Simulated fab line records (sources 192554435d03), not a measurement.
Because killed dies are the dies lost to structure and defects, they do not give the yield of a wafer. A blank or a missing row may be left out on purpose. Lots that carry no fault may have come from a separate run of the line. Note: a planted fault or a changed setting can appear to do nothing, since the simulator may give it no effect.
Split-lot study | flow n5Finfet | 21 wafers read across 7 lots, on a route 1938 steps long

## THE SPLIT
At N5_BEOL_M8_COAT_22 (resist thk 30 nm), the setting spinRpm was moved away from the recipe's 1500 rpm on 11 of the 21 wafers read, by -6.2% to +7.8%. For the rest of the wafers, this setting stayed at what the recipe calls for.

## FROM THE SPLIT TO THE READING: what the file shows between them, 3 steps
- N5_BEOL_M8_EBR_24
- N5_BEOL_M8_SOFTBAKE_23: time 60 s
- N5_BEOL_M8_DESCUM_33: chemistry O2, time 7 s

## THE READING
CAR-EUV_of_BEOL_M8_COAT_22.thkNm (the simulator's own value, which no gauge read), in nm, at N5_BEOL_M8_ETCH_72 (etches underlayer in N2/H2, target depth 6.5 nm, time 5.2 s). The file gives no usual value for it. Across the 10 wafers here that went through the recipe, the average is 20.3 nm and the standard deviation 0.13 nm.

wafer  | tool, chamber at the split | spinRpm as run, rpm | against the recipe | CAR-EUV_of_BEOL_M8_COAT_22.thkNm, nm | against lot-mates on the recipe
L074.1 | lithoTrack-03, 0           | 1500                | recipe             | 20.4                                 | -
L074.5 | lithoTrack-03, 0           | 1500                | recipe             | 20.4                                 | -
L074.3 | lithoTrack-03, 0           | 1500                | recipe             | 20.2                                 | -
L076.2 | lithoTrack-03, 0           | 1617                | +7.8%              | 19.2                                 | no lot-mate on the recipe
L076.3 | lithoTrack-03, 0           | 1617                | +7.8%              | 19.2                                 | no lot-mate on the recipe
L076.5 | lithoTrack-03, 0           | 1617                | +7.8%              | 19.2                                 | no lot-mate on the recipe
L082.4 | lithoTrack-01, 0           | 1500                | recipe             | 20.4                                 | -
L082.5 | lithoTrack-01, 0           | 1500                | recipe             | 20.2                                 | -
L082.6 | lithoTrack-01, 0           | 1407                | -6.2%              | 21.4                                 | +1.1
L083.1 | lithoTrack-04, 0           | 1594                | +6.3%              | 19.6                                 | -1.0
L083.3 | lithoTrack-04, 0           | 1594                | +6.3%              | 19.4                                 | -1.2
L083.5 | lithoTrack-04, 0           | 1500                | recipe             | 20.6                                 | -
L084.2 | lithoTrack-01, 0           | 1500                | recipe             | 20.2                                 | -
L084.3 | lithoTrack-01, 0           | 1413                | -5.8%              | 21.2                                 | +1.0
L084.4 | lithoTrack-01, 0           | 1413                | -5.8%              | 21.2                                 | +1.0
L088.1 | lithoTrack-03, 0           | 1500                | recipe             | 20.4                                 | -
L088.2 | lithoTrack-03, 0           | 1615                | +7.7%              | 19.2                                 | -1.2
L088.3 | lithoTrack-03, 0           | 1615                | +7.7%              | 19.2                                 | -1.2
L090.1 | lithoTrack-01, 0           | 1500                | recipe             | 20.2                                 | -
L090.2 | lithoTrack-01, 0           | 1426                | -4.9%              | 21                                   | +0.7
L090.4 | lithoTrack-01, 0           | 1500                | recipe             | 20.4                                 | -

THE FIT
A straight line over all 21 wafers: CAR-EUV_of_BEOL_M8_COAT_22.thkNm changes by -0.147 nm for each +1% of spinRpm; r = -0.99; the points scatter about the line by 0.11 nm.
The same after taking each lot's own level away (the mean of its wafers on the recipe; 18 wafers): -0.166 nm for each +1%; r = -0.99; scatter 0.089 nm.
Per that fit: largest spinRpm move, reading shift of 1.3 nm.
Measured against the standard deviation above, the lots' own levels, which go from 20.20 to 20.60 nm, span 3.1 times it.
So the lot-to-lot level changes the slope: the two fits differ.
Check: with one of the wafers moved furthest among these (+7.7%) left out of the fit, the line predicts -1.29 nm for it against its lot-mates. Against them it came out at -1.2 nm.

## ADDITIONAL SPLITS CARRIED BY THESE WAFERS
These wafers also went through other splits before the reading. Each is held against what the fit with the lots' levels taken away leaves over:
other split on the same wafers    | wafers away from the commonest value | r with CAR-EUV_of_BEOL_M8_COAT_22.thkNm (lot level and that fit taken away)
N5_BEOL_M7_EXPOSE_08 doseMj       | 6                                    | -0.02
N5_BEOL_M7_TRENCH_ETCH_37 sourceW | 9                                    | +0.04
N5_BEOL_M7_ETCH_41 biasW          | 7                                    | -0.67

## THE WHOLE CHAIN: every reading that the file lists as answering this split, in the file's order
step                 | what it does                                                | reading                                                                           | change (the file's fit)               | r (the file's)
N5_BEOL_M8_COAT_22   | resist thk 30 nm                                            | CAR-EUV_of_BEOL_M8_COAT_22.thkNm (the simulator's own value, which no gauge read) | -0.158 nm for each +1% of the setting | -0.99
N5_BEOL_M8_DESCUM_33 | chemistry O2, time 7 s                                      | CAR-EUV_of_BEOL_M8_COAT_22.thkNm (the simulator's own value, which no gauge read) | -0.148 nm for each +1% of the setting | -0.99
N5_BEOL_M8_ETCH_72   | etches underlayer in N2/H2, target depth 6.5 nm, time 5.2 s | CAR-EUV_of_BEOL_M8_COAT_22.thkNm (the simulator's own value, which no gauge read) | -0.165 nm for each +1% of the setting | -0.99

## THE FILE'S OWN FIT
CAR-EUV_of_BEOL_M8_COAT_22.thkNm changes by -0.165 nm for each +1% of spinRpm, r = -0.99.
